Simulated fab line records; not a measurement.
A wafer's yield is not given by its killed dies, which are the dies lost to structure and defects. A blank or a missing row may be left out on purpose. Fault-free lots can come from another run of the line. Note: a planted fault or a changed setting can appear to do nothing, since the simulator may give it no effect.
Chamber matching	flow nandHarc	NHARC_A_STAIRCASE_DEP_471 on pecvd-02: 3 sister chambers
The step deposits SiO2, target thk 100 nm. 3 wafers are shown with their chamber, then 10 later ones without.

WAFERS, EACH WITH ITS CHAMBER
wafer	chamber	throttleValvePct (%)
L088.1	0	15.7
L088.6	1	16.4
L089.4	2	15.9

WAFERS WITHOUT THEIR CHAMBER
wafer	throttleValvePct (%)
L089.6	16.4
L090.2	16.0
L090.4	16.2
L090.5	15.8
L094.1	15.8
L094.2	15.7
L094.3	16.3
L097.1	15.9
L097.5	16.2
L097.6	15.9

WHICH CHAMBER EACH WENT THROUGH
wafer	from the rows above	in truth
L089.6	1	1
L090.2	can't be placed: 2 or 0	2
L090.4	can't be placed: 1 or 2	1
L090.5	can't be placed: 2 or 0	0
L094.1	can't be placed: 2 or 0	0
L094.2	can't be placed: 0 or 2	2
L094.3	1	1
L097.1	can't be placed: 2 or 0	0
L097.5	can't be placed: 1 or 2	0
L097.6	can't be placed: 2 or 0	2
Correct placement for 2 of the 10. These rows do not allow placing 8 (true chamber among the candidates in 7). 0 placed wrongly.
How it was worked out, from the rows above alone: a wafer's distance from a chamber is the root of the sum, over the readings, of the square of ((its reading less the chamber's mean) divided by the reading's scatter). If the next closest chamber is less than 2 further off than the closest, the wafer can't be placed; otherwise it belongs to the closest. Each chamber's mean is taken over the wafers shown for it. The scatter (one wafer shown for each chamber): square how far every hidden wafer sits from the nearest shown wafer, average those squares and take the square root.
